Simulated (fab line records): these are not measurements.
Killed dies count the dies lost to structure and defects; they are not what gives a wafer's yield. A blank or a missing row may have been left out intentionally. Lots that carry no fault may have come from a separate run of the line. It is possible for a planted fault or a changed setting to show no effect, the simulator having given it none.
fab line records	flow n5Finfet
record: lots: 7	wafers: 21
route steps=1938 shown BEOL_M7@1290 BEOL_M8@1370 BEOL_M9@1407 BEOL_M10@1477 BEOL_M11@1562
startH: hours from the record's opening day to when the first of the lot's shown wafers began	waitH: hours since the lot's step before	" repeats the value in the row above	L1.1+2: a row that stands for several wafers	- no value, or no start given	* or withheld: withheld	< > ~ a bound
route shown NAME@n: a module of which the file shows steps, and the number in the route of the first	usual: mean and standard deviation over wafers with no fault	same: alike in all rows	chamber/n: place in a boat	sites: readings site by site	_std_site: their standard deviation	_edge_site: outer sites' mean less inner sites'	radiusMm: for every site, how far away it sits from the centre of the wafer	mask NAME#n: copy n	behind: tool/chamber where the wafer was last shaped	hold: what put the lot on hold/how long, in hours/how the hold closed	device: the n, p or np transistor that did not switch	end of line: tests run on the same wafers once the route is complete	a step without rows: its recipe alone	killed: the dies lost at the first sort to structure and to defects; this is not the yield of the wafer	map: dies across one wafer; x = killed, . = not, _ = none there
set.NAME: the setting the step ran with; set.NAME@STEP: the setting that earlier step ran with	model.NAME: the simulator's own value behind a step, which no gauge read
lots where settings were altered on purpose, with a table for each step and a row for each wafer
== steps ==
step: N5_BEOL_M7_COAT_22
recipe: resist: CAR-EUV	spinRpm: 1500	resistThkNm: 30
lot.wafer	tool	chamber	startH	waitH	set.spinRpm	model.CAR-EUV_of_BEOL_M7_COAT_22.thkNm
L075.2+3	lithoTrack-04	0	-	-	1582	29.2
L075.4	"	0	"	"	1500	30
L078.1+3+6	lithoTrack-04	0	-	-	1500	30
L077.1	lithoTrack-03	0	-	-	1428	31
L077.3	"	0	"	"	1500	30.2
L077.4	"	0	"	"	1428	30.8
L084.2+6	lithoTrack-01	0	-	-	1500	30
L084.4	"	0	"	"	1361	31.4
L087.1+5+6	lithoTrack-04	0	-	-	1500	30
L088.2+3	lithoTrack-04	0	-	-	1649	28.6
L088.6	"	0	"	"	1500	29.8
L091.1	lithoTrack-04	0	-	-	1586	29.4
L091.4	"	0	"	"	1500	30.2
L091.6	"	0	"	"	1586	29.2
step: N5_BEOL_M7_EBR_24
recipe: solvent: PGMEA	ebrWidthMm: 1.5
step: N5_BEOL_M7_SOFTBAKE_23
recipe: tempC: 110	timeS: 60	resist: CAR-EUV
step: N5_BEOL_M7_EXPOSE_25
recipe: maskId: V6	na: 0.33	sourceShape: annular	sigmaInner: 0.4	sigmaOuter: 0.8	polarization: unpolarized	targetCdNm: 40	doseMj: 42.5
step: N5_BEOL_M7_PEB_26
recipe: pebTempC: 100	pebTimeS: 60	resist: CAR-EUV
step: N5_BEOL_M7_DEVELOP_27
recipe: developTimeS: 30	developer: TMAH	resist: CAR-EUV	rinseLiquid: surfactantRinse	dry: airSpin	devTempC: 23
lot.wafer	tool	chamber	startH	waitH	set.spinRpm@BEOL_M7_COAT_22	model.CAR-EUV_of_BEOL_M7_COAT_22.thkNm
L075.2+3	lithoTrack-04	0	-	-	1582	28.8
L075.4	"	0	"	"	1500	29.6
L078.1+3+6	lithoTrack-01	0	-	-	1500	29.6
L077.1+4	lithoTrack-01	0	-	-	1428	30.4
L077.3	"	0	"	"	1500	29.8
L084.2	lithoTrack-01	0	-	-	1500	29.6
L084.4	"	0	"	"	1361	31
L084.6	"	0	"	"	1500	29.4
L087.1+5+6	lithoTrack-04	0	-	-	1500	29.6
L088.2+3	lithoTrack-03	0	-	-	1649	28
L088.6	"	0	"	"	1500	29.4
L091.1+6	lithoTrack-04	0	-	-	1586	28.8
L091.4	"	0	"	"	1500	29.8
step: N5_BEOL_M7_DESCUM_33
recipe: chemistry: O2	timeS: 7	sourcePowerW: 50	biasPowerW: 20	pressureMtorr: 20	rfFrequencyHz: 2.712e+07	tempC: 40	resist: CAR-EUV	o2FlowSccm: 225
step: N5_BEOL_M7_ETCH_72
recipe: chemistry: N2/H2	target: underlayer	targetDepthA: 65	maskMaterial: CAR-EUV	timeS: 5.2	ionEnergyEv: 200	pressureMtorr: 30	sourceW: 840	biasW: 150	n2FlowSccm: 200	h2FlowSccm: 200	ends: cleared
step: N5_BEOL_M7_ETCH_65
recipe: chemistry: CF4	target: SiARC	targetDepthA: 156	maskMaterial: CAR-EUV	timeS: 26	ionEnergyEv: 80	pressureMtorr: 40	sourceW: 545	biasW: 36	Ar_flow_sccm: 100	cf4FlowSccm: 100	ends: cleared
usual: etchRfOnTimeS: 25.8/0.42
lot.wafer	tool	chamber	startH	waitH	set.spinRpm@BEOL_M7_COAT_64	set.spinRpm@BEOL_M7_COAT_22	etchRfOnTimeS	model.CAR-EUV_of_BEOL_M7_COAT_22.thkNm	model.etch.depthNm
L075.2	rieDiel-03	0	198.96	0.0	1500	1582	25.9	10.2	12.03
L075.3	"	1	"	"	1500	1582	26.1	10.4	12.02
L075.4	"	2	"	"	1500	1500	25.8	11.2	12.02
L078.1	rieDiel-03	0	203.14	0.0	1500	1500	25.5	11.2	12.02
L078.3	"	1	"	"	1387	1500	26.6	10.8	12.46
L078.6	"	2	"	"	1387	1500	26.4	10.8	12.48
L077.1	rieDiel-01	0	207.45	0.0	1371	1428	27.1	11.6	12.6
L077.3	"	3	"	"	1500	1500	24.8	11.4	12.02
L077.4	"	0	"	"	1500	1428	26.1	12	12.05
L084.2	rieDiel-04	3	250.85	0.0	1500	1500	25.9	11.2	11.96
L084.4	"	3	"	"	1500	1361	25.7	12.6	11.96
L084.6	"	3	"	"	1407	1500	26.6	10.8	12.37
L087.1	rieDiel-03	3	254.84	0.0	1500	1500	26.1	11.2	11.97
L087.5	"	2	"	"	1500	1500	25.6	11.2	11.98
L087.6	"	3	"	"	1500	1500	26.0	11.2	11.96
L088.2	rieDiel-03	0	289.08	0.0	1586	1649	24.2	10	11.64
L088.3	"	1	"	"	1500	1649	25.8	9.6	12
L088.6	"	1	"	"	1500	1500	25.9	11	11.95
L091.1	rieDiel-01	1	294.95	0.0	1359	1586	27.1	10	12.65
L091.4	"	3	"	"	1500	1500	24.9	11.4	12.02
L091.6	"	0	"	"	1500	1586	25.8	10.4	12.01
step: N5_BEOL_M7_ETCH_66
recipe: chemistry: N2/H2	target: SOC	targetDepthA: 800	overetchA: 160	maskMaterial: SiARC	tempC: 40	timeS: 120	ionEnergyEv: 200	pressureMtorr: 30	sourceW: 840	biasW: 150	n2FlowSccm: 200	h2FlowSccm: 200
lot.wafer	tool	chamber	startH	waitH	set.spinRpm@BEOL_M7_COAT_64	model.SiARC_of_BEOL_M7_COAT_64.thkNm
L075.2+3+4	rieDiel-03	0,1,2	198.98	0.0	1500	6.4
L078.1	rieDiel-03	0	203.16	0.0	1500	6.4
L078.3+6	"	1,2	"	"	1387	7
L077.1	rieDiel-01	0	207.48	0.0	1371	7
L077.3	"	3	"	"	1500	6.2
L077.4	"	0	"	"	1500	6.6
L084.2+4	rieDiel-04	3	250.96	0.1	1500	6.4
L084.6	"	3	"	"	1407	6.8
L087.1+5+6	rieDiel-03	3,2,3	254.86	0.0	1500	6.4
L088.2	rieDiel-03	0	289.11	0.0	1586	5.8
L088.3+6	"	1	"	"	1500	6.4
L091.1	rieDiel-01	1	294.98	0.0	1359	7
L091.4	"	3	"	"	1500	6
L091.6	"	0	"	"	1500	6.4
step: N5_BEOL_M7_STRIP_69
recipe: chemistry: N2/H2	tempC: 40	n2FlowSccm: 200	h2FlowSccm: 200	rfFrequencyHz: 6e+07
step: N5_BEOL_M7_STRIP_73
recipe: chemistry: N2/H2	tempC: 40	n2FlowSccm: 200	h2FlowSccm: 200	rfFrequencyHz: 6e+07
step: N5_BEOL_M7_STRIP_76
recipe: chemistry: C4F6/O2	resist: SiARC	rfFrequencyHz: 6e+07
step: N5_BEOL_M7_STRIP_36
recipe: chemistry: N2/H2	powerW: 450	tempC: 40	pressureMtorr: 20	rfFrequencyHz: 6e+07	overashFraction: 0.3	biasPowerW: 7	h2Frac: 0.5	n2FlowSccm: 200	h2FlowSccm: 200
step: N5_BEOL_M7_TRENCH_ETCH_37
recipe: chemistry: C4F6/O2	targetDepthA: 934.78	target: SiCOH_lowk	timeS: 31.2	ionEnergyEv: 250	pressureMtorr: 30	sourceW: 345	biasW: 185	Ar_flow_sccm: 300	C4F6_flow_sccm: 10	O2_flow_sccm: 10
lot.wafer	tool	chamber	startH	waitH	set.targetThkA@BEOL_M7_HM_DEP_02	model.TiN_of_BEOL_M7_HM_DEP_02.thkNm
L075.2	rieDiel-03	0	-	-	179	15.4
L075.3	"	1	"	"	200	17.6
L075.4	"	2	"	"	179	15.6
L078.1	rieDiel-03	0	-	-	200	17.2
L078.3	"	1	"	"	200	17.4
L078.6	"	2	"	"	216.6	19
L077.1+4	rieDiel-01	0	-	-	200	17.4
L077.3	"	3	"	"	189	16.4
L084.2	rieDiel-04	3	-	-	200	17
L084.4	"	3	"	"	220.7	19.4
L084.6	"	3	"	"	220.7	19.2
L087.1+6	rieDiel-03	3	-	-	200	17.2
L087.5	"	2	"	"	200	17
L088.2+6	rieDiel-03	0,1	-	-	200	17.4
L088.3	"	1	"	"	200	17.6
L091.1	rieDiel-01	1	-	-	200	17.2
L091.4+6	"	3,0	"	"	200	17
step: N5_BEOL_M8_ETCH_65
recipe: chemistry: CF4	target: SiARC	targetDepthA: 156	maskMaterial: CAR-EUV	timeS: 26	ionEnergyEv: 80	pressureMtorr: 40	sourceW: 545	biasW: 36	Ar_flow_sccm: 100	cf4FlowSccm: 100	ends: cleared
usual: etchRfOnTimeS: 26.1/0.39	rfVppV: 183.6/1.1
lot.wafer	tool	chamber	startH	waitH	set.sourceW	etchRfOnTimeS	rfVppV
L075.2	rieDiel-02	1	205.88	0.0	545	26.3	183.2
L075.3	"	2	"	"	545	26.1	185.8
L075.4	"	0	"	"	545	26.9	182.2
L078.1	rieDiel-06	1	210.90	0.0	545	26.0	184.5
L078.3	"	0	"	"	545	25.4	184.1
L078.6	"	3	"	"	545	25.6	183.6
L077.1	rieDiel-02	1	214.03	0.0	545	26.2	183.3
L077.3	"	0	"	"	545	26.9	180.5
L077.4	"	3	"	"	545	26.0	184.0
L084.2	rieDiel-05	1	257.72	0.0	545	25.8	182.8
L084.4	"	3	"	"	470	29.2	192.6
L084.6	"	1	"	"	545	25.9	183.7
L087.1	rieDiel-02	2	262.80	0.0	545	26.3	185.2
L087.5	"	0	"	"	545	27.0	183.9
L087.6	"	3	"	"	545	25.7	183.0
L088.2	rieDiel-05	0	297.48	0.0	545	26.1	183.8
L088.3	"	3	"	"	545	25.6	183.7
L088.6	"	2	"	"	500.1	28.1	190.0
L091.1	rieDiel-06	3	304.87	0.0	515.7	27.5	185.5
L091.4	"	2	"	"	515.7	27.3	187.1
L091.6	"	1	"	"	545	26.5	183.0
step: N5_BEOL_M8_VIA_ETCH_34
recipe: chemistry: C4F6/O2	target: SiCOH_lowk	targetDepthA: 1255	maskMaterial: SOC	taperDeg: 4	timeS: 50.5	ionEnergyEv: 250	pressureMtorr: 30	sourceW: 345	biasW: 185	Ar_flow_sccm: 300	C4F6_flow_sccm: 10	O2_flow_sccm: 10
usual: rfVppV: 665/6
lot.wafer	tool	chamber	startH	waitH	set.sourceW	rfVppV
L075.2	rieDiel-02	1	206.01	0.0	345	661
L075.3	"	2	"	"	345	677
L075.4	"	0	"	"	345	660
L078.1	rieDiel-06	1	211.03	0.0	345	672
L078.3	"	0	"	"	314.1	703
L078.6	"	3	"	"	314.1	698
L077.1	rieDiel-02	1	214.16	0.0	345	663
L077.3	"	0	"	"	329.1	675
L077.4	"	3	"	"	329.1	677
L084.2	rieDiel-05	1	257.85	0.0	345	669
L084.4	"	3	"	"	345	654
L084.6	"	1	"	"	345	668
L087.1	rieDiel-02	2	262.93	0.0	345	676
L087.5	"	0	"	"	345	659
L087.6	"	3	"	"	345	659
L088.2	rieDiel-05	0	297.61	0.0	284	731
L088.3	"	3	"	"	345	655
L088.6	"	2	"	"	345	661
L091.1	rieDiel-06	3	304.99	0.0	345	665
L091.4	"	2	"	"	345	661
L091.6	"	1	"	"	372.5	645
step: N5_BEOL_M9_COAT_60
recipe: resist: SiARC	tempC: 220	timeS: 60	spinRpm: 1500	resistThkNm: 30
lot.wafer	tool	chamber	startH	waitH	set.spinRpm	model.SiARC_of_BEOL_M9_COAT_60.thkNm
L075.2	lithoTrack-01	0	-	-	1447	30.6
L075.3+4	"	0	"	"	1500	30
L078.1+3	lithoTrack-01	0	-	-	1615	29
L078.6	"	0	"	"	1500	30
L077.1+4	lithoTrack-04	0	-	-	1411	31
L077.3	"	0	"	"	1500	30
L084.2+4+6	lithoTrack-01	0	-	-	1500	30
L087.1+5	lithoTrack-01	0	-	-	1500	30
L087.6	"	0	"	"	1500	29.8
L088.2+6	lithoTrack-05	0	-	-	1394	31.2
L088.3	"	0	"	"	1500	30.2
L091.1	lithoTrack-05	0	-	-	1500	29.8
L091.4+6	"	0	"	"	1379	31.2
step: N5_BEOL_M9_COAT_05
recipe: resist: CAR-ArF	spinRpm: 1500	resistThkNm: 90
step: N5_BEOL_M9_EBR_07
recipe: solvent: PGMEA	ebrWidthMm: 1.5
step: N5_BEOL_M9_DESCUM_16
recipe: chemistry: O2	timeS: 7.9	sourcePowerW: 50	biasPowerW: 20	pressureMtorr: 20	rfFrequencyHz: 2.712e+07	tempC: 40	resist: CAR-ArF	o2FlowSccm: 225
step: N5_BEOL_M9_ETCH_61
recipe: chemistry: CF4	target: SiARC	targetDepthA: 390	maskMaterial: CAR-ArF	timeS: 65	ionEnergyEv: 80	pressureMtorr: 40	sourceW: 545	biasW: 36	Ar_flow_sccm: 100	cf4FlowSccm: 100	ends: cleared
lot.wafer	tool	chamber	startH	waitH	set.spinRpm@BEOL_M9_COAT_60	model.etch.depthNm	model.CAR-ArF_of_BEOL_M9_COAT_05.thkNm
L075.2	rieDiel-04	0	212.01	0.0	1447	30.54	55.4
L075.3	"	1	"	"	1500	29.94	56
L075.4	"	1	"	"	1500	29.91	55.8
L078.1	rieDiel-01	3	215.41	0.0	1615	28.94	56.6
L078.3	"	1	"	"	1615	28.93	56.4
L078.6	"	1	"	"	1500	30	55.6
L077.1	rieDiel-04	1	219.66	0.0	1411	31.05	54.6
L077.3	"	0	"	"	1500	30.03	55.6
L077.4	"	0	"	"	1411	30.93	54.6
L084.2	rieDiel-01	2	264.45	0.0	1500	29.96	55.6
L084.4	"	3	"	"	1500	30.07	55.2
L084.6	"	1	"	"	1500	30.03	55.6
L087.1	rieDiel-01	2	267.37	0.0	1500	30.03	55.8
L087.5	"	1	"	"	1500	29.98	55.6
L087.6	"	2	"	"	1500	29.86	56.2
L088.2	rieDiel-04	0	303.44	0.0	1394	31.23	55
L088.3	"	3	"	"	1500	30.17	55.8
L088.6	"	1	"	"	1394	31.2	54.8
L091.1	rieDiel-04	1	312.61	0.0	1500	29.89	55.6
L091.4	"	3	"	"	1379	31.28	54.4
L091.6	"	0	"	"	1379	31.16	54.2
step: N5_BEOL_M10_COAT_05
recipe: resist: CAR-ArF	spinRpm: 1500	resistThkNm: 90
lot.wafer	tool	chamber	startH	waitH	set.spinRpm	model.CAR-ArF_of_BEOL_M10_COAT_05.thkNm
L075.2+4	lithoTrack-03	0	-	-	1500	90.6
L075.3	"	0	"	"	1565	88.4
L078.1	lithoTrack-03	0	-	-	1500	89.8
L078.3	"	0	"	"	1609	87.2
L078.6	"	0	"	"	1500	90.2
L077.1	lithoTrack-02	0	-	-	1500	90.2
L077.3	"	0	"	"	1620	86.4
L077.4	"	0	"	"	1620	86.6
L084.2	lithoTrack-03	0	-	-	1500	90.4
L084.4	"	0	"	"	1628	86.6
L084.6	"	0	"	"	1500	90.6
L087.1	lithoTrack-04	0	-	-	1500	90.2
L087.5	"	0	"	"	1500	90.4
L087.6	"	0	"	"	1500	90
L088.2	lithoTrack-03	0	-	-	1500	89.8
L088.3	"	0	"	"	1334	95.4
L088.6	"	0	"	"	1500	90
L091.1	lithoTrack-02	0	-	-	1648	86
L091.4	"	0	"	"	1500	90.6
L091.6	"	0	"	"	1500	90.4
step: N5_BEOL_M10_EBR_07
recipe: solvent: PGMEA	ebrWidthMm: 1.5
step: N5_BEOL_M10_SOFTBAKE_06
recipe: tempC: 110	timeS: 60	resist: CAR-ArF
step: N5_BEOL_M10_EXPOSE_08
recipe: maskId: M10	na: 1.35	sourceShape: dipole	sigmaInner: 0.411	sigmaOuter: 0.611	polarization: te	doseMj: 53.75
step: N5_BEOL_M10_PEB_09
recipe: pebTempC: withheld	pebTimeS: 60	resist: CAR-ArF
step: N5_BEOL_M10_DEVELOP_10
recipe: developTimeS: 30	developer: TMAH	resist: CAR-ArF	rinseLiquid: diw	dry: airSpin	devTempC: 23
lot.wafer	tool	chamber	startH	waitH	set.spinRpm@BEOL_M10_COAT_05	model.CAR-ArF_of_BEOL_M10_COAT_05.thkNm
L075.2+4	lithoTrack-02	0	-	-	1500	88.8
L075.3	"	0	"	"	1565	86.8
L078.1	lithoTrack-04	0	-	-	1500	88.2
L078.3	"	0	"	"	1609	85.6
L078.6	"	0	"	"	1500	88.4
L077.1	lithoTrack-04	0	-	-	1500	88.4
L077.3+4	"	0	"	"	1620	84.8
L084.2	lithoTrack-02	0	-	-	1500	88.6
L084.4	"	0	"	"	1628	84.8
L084.6	"	0	"	"	1500	89
L087.1+5	lithoTrack-02	0	-	-	1500	88.6
L087.6	"	0	"	"	1500	88.4
L088.2	lithoTrack-02	0	-	-	1500	88.2
L088.3	"	0	"	"	1334	93.8
L088.6	"	0	"	"	1500	88.4
L091.1	lithoTrack-04	0	-	-	1648	84.4
L091.4	"	0	"	"	1500	88.8
L091.6	"	0	"	"	1500	88.6
step: N5_BEOL_M11_COAT_22
recipe: resist: CAR-ArF	spinRpm: 1500	resistThkNm: 90
lot.wafer	tool	chamber	startH	waitH	set.spinRpm	model.CAR-ArF_of_BEOL_M11_COAT_22.thkNm
L075.2+4	lithoTrack-05	0	-	-	1500	90.2
L075.3	"	0	"	"	1500	90.4
L078.1	lithoTrack-01	0	-	-	1500	89.6
L078.3	"	0	"	"	1500	90
L078.6	"	0	"	"	1500	89.8
L077.1+4	lithoTrack-01	0	-	-	1500	89.8
L077.3	"	0	"	"	1500	90.2
L084.2	lithoTrack-01	0	-	-	1407	93.4
L084.4+6	"	0	"	"	1500	90.4
L087.1+5	lithoTrack-01	0	-	-	1500	90
L087.6	"	0	"	"	1500	90.4
L088.2+6	lithoTrack-02	0	-	-	1500	90
L088.3	"	0	"	"	1500	89.8
L091.1+6	lithoTrack-02	0	-	-	1500	90
L091.4	"	0	"	"	1573	87.8
step: N5_BEOL_M11_PEB_26
recipe: pebTempC: withheld	pebTimeS: 60	resist: CAR-ArF
lot.wafer	tool	chamber	startH	waitH	set.pebTimeS
L075.2+3	lithoTrack-01	0	227.02	0.1	60
L075.4	"	0	"	"	46.81
L078.1	lithoTrack-05	0	233.89	0.1	60
L078.3+6	"	0	"	"	67.25
L077.1+3+4	lithoTrack-05	0	241.88	0.1	60
L084.2+4+6	lithoTrack-05	0	280.41	0.1	65.12
L087.1+5+6	lithoTrack-05	0	283.96	0.1	60
L088.2+3+6	lithoTrack-05	0	325.26	0.1	60
L091.1	lithoTrack-01	0	333.29	0.1	53.88
L091.4+6	"	0	"	"	60
step: N5_BEOL_M11_DEVELOP_27
recipe: developTimeS: 30	developer: TMAH	resist: CAR-ArF	rinseLiquid: diw	dry: airSpin	devTempC: 23
step: N5_BEOL_M11_CD_MEAS_28
recipe: targetCdNm: 70	landingEnergyEv: 500	detector: seInlens	polarity: opening
usual: cdNm: 70.6/0.74
lot.wafer	tool	chamber	startH	waitH	set.pebTimeS@BEOL_M11_PEB_26	cdNm
L075.2	cdSem-02	0	227.09	-	60	70.6
L075.3	"	0	"	"	60	70.9
L075.4	"	0	"	"	46.81	59.2
L078.1	cdSem-01	0	233.96	-	60	70.2
L078.3	"	0	"	"	67.25	75.6
L078.6	"	0	"	"	67.25	74.7
L077.1	cdSem-02	0	241.95	-	60	70.0
L077.3	"	0	"	"	60	70.4
L077.4	"	0	"	"	60	70.1
L084.2	cdSem-03	0	280.48	-	65.12	74.5
L084.4	"	0	"	"	65.12	74.6
L084.6	"	0	"	"	65.12	75.8
L087.1	cdSem-02	0	284.03	-	60	69.4
L087.5	"	0	"	"	60	70.4
L087.6	"	0	"	"	60	70.4
L088.2	cdSem-02	0	325.33	-	60	70.7
L088.3	"	0	"	"	60	70.1
L088.6	"	0	"	"	60	69.8
L091.1	cdSem-02	0	333.35	-	53.88	65.8
L091.4	"	0	"	"	60	71.0
L091.6	"	0	"	"	60	70.2
step: N5_BEOL_M11_DESCUM_33
recipe: chemistry: O2	timeS: 7.9	sourcePowerW: 50	biasPowerW: 20	pressureMtorr: 20	rfFrequencyHz: 2.712e+07	tempC: 40	resist: CAR-ArF	o2FlowSccm: 225
lot.wafer	tool	chamber	startH	waitH	set.spinRpm@BEOL_M11_COAT_22	model.CAR-ArF_of_BEOL_M11_COAT_22.thkNm
L075.2+4	rieDiel-03	3,1	227.99	0.8	1500	83.6
L075.3	"	1	"	"	1500	83.8
L078.1	rieDiel-01	2	234.05	0.0	1500	83
L078.3	"	1	"	"	1500	83.4
L078.6	"	3	"	"	1500	83.2
L077.1	rieDiel-04	2	242.16	0.2	1500	83.2
L077.3	"	3	"	"	1500	83.6
L077.4	"	1	"	"	1500	83.4
L084.2	rieDiel-03	3	280.57	0.0	1407	87
L084.4+6	"	0,2	"	"	1500	83.8
L087.1+5	rieDiel-01	3,2	284.25	0.2	1500	83.4
L087.6	"	1	"	"	1500	83.8
L088.2+6	rieDiel-03	0	325.41	0.0	1500	83.4
L088.3	"	1	"	"	1500	83.2
L091.1	rieDiel-01	1	333.64	0.2	1500	83.6
L091.4	"	3	"	"	1573	81.2
L091.6	"	0	"	"	1500	83.4
step: N5_BEOL_M11_ETCH_65
recipe: chemistry: CF4	target: SiARC	targetDepthA: 390	maskMaterial: CAR-ArF	timeS: 65	ionEnergyEv: 80	pressureMtorr: 40	sourceW: 545	biasW: 36	Ar_flow_sccm: 100	cf4FlowSccm: 100	ends: cleared
lot.wafer	tool	chamber	startH	waitH	set.spinRpm@BEOL_M11_COAT_22	model.CAR-ArF_of_BEOL_M11_COAT_22.thkNm
L075.2+3+4	rieDiel-03	3,1,1	228.03	0.0	1500	55.8
L078.1+6	rieDiel-01	2,3	234.09	0.0	1500	55.4
L078.3	"	1	"	"	1500	55.8
L077.1+4	rieDiel-04	2,1	242.20	0.0	1500	55.4
L077.3	"	3	"	"	1500	55.6
L084.2	rieDiel-03	3	280.60	0.0	1407	59
L084.4+6	"	0,2	"	"	1500	55.8
L087.1	rieDiel-01	3	284.28	0.0	1500	55.4
L087.5	"	2	"	"	1500	55.6
L087.6	"	1	"	"	1500	56
L088.2+6	rieDiel-03	0	325.45	0.0	1500	55.6
L088.3	"	1	"	"	1500	55.4
L091.1+6	rieDiel-01	1,0	333.67	0.0	1500	55.6
L091.4	"	3	"	"	1573	53.4
== key ==
split: step: N5_BEOL_M7_COAT_22	setting: spinRpm	stated: 1500	by: wafer
response: step: N5_BEOL_M7_COAT_22	reading: model.CAR-EUV_of_BEOL_M7_COAT_22.thkNm	change: -0.14	per: 1%	r: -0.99
response: step: N5_BEOL_M7_DEVELOP_27	reading: model.CAR-EUV_of_BEOL_M7_COAT_22.thkNm	change: -0.151	per: 1%	r: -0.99
response: step: N5_BEOL_M7_ETCH_65	reading: model.CAR-EUV_of_BEOL_M7_COAT_22.thkNm	slope: -0.148	per: 1%	togetherWith: spinRpm@BEOL_M7_COAT_64	explained: 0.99
split: step: N5_BEOL_M8_ETCH_65	setting: sourceW	stated: 545	by: wafer
response: step: N5_BEOL_M8_ETCH_65	reading: etchRfOnTimeS	change: *	per: 1%	r: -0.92
response: step: N5_BEOL_M8_ETCH_65	reading: rfVppV	change: -0.69	per: 1%	r: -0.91
split: step: N5_BEOL_M8_VIA_ETCH_34	setting: sourceW	stated: 345	by: wafer
response: step: N5_BEOL_M8_VIA_ETCH_34	reading: rfVppV	change: -3.68	per: 1%	r: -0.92
split: step: N5_BEOL_M9_COAT_60	setting: spinRpm	stated: 1500	by: wafer
response: step: N5_BEOL_M9_COAT_60	reading: model.SiARC_of_BEOL_M9_COAT_60.thkNm	change: -0.154	per: 1%	r: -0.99
response: step: N5_BEOL_M9_ETCH_61	reading: model.etch.depthNm	change: -0.154	per: 1%	r: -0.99
response: step: N5_BEOL_M9_ETCH_61	reading: model.CAR-ArF_of_BEOL_M9_COAT_05.thkNm	change: +0.142	per: 1%	r: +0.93
split: step: N5_BEOL_M10_COAT_05	setting: spinRpm	stated: 1500	by: wafer
response: step: N5_BEOL_M10_COAT_05	reading: model.CAR-ArF_of_BEOL_M10_COAT_05.thkNm	change: -0.462	per: 1%	r: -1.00
response: step: N5_BEOL_M10_DEVELOP_10	reading: model.CAR-ArF_of_BEOL_M10_COAT_05.thkNm	change: -0.454	per: 1%	r: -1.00
split: step: N5_BEOL_M11_COAT_22	setting: spinRpm	stated: 1500	by: wafer
response: step: N5_BEOL_M11_COAT_22	reading: model.CAR-ArF_of_BEOL_M11_COAT_22.thkNm	change: -0.472	per: 1%	r: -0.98
response: step: N5_BEOL_M11_DESCUM_33	reading: model.CAR-ArF_of_BEOL_M11_COAT_22.thkNm	change: -0.5	per: 1%	r: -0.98
response: step: N5_BEOL_M11_ETCH_65	reading: model.CAR-ArF_of_BEOL_M11_COAT_22.thkNm	change: -0.492	per: 1%	r: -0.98
split: step: N5_BEOL_M11_PEB_26	setting: pebTimeS	stated: 60	by: wafer
response: step: N5_BEOL_M11_CD_MEAS_28	reading: cdNm	change: +0.496	per: 1%	r: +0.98
split outsideThisFile step=N5_BEOL_M7_HM_DEP_02 setting=targetThkA
split outsideThisFile step=N5_BEOL_M7_COAT_64 setting=spinRpm
split outsideThisFile: this setting was split too, and the file shows its column; the key of that split is in another file
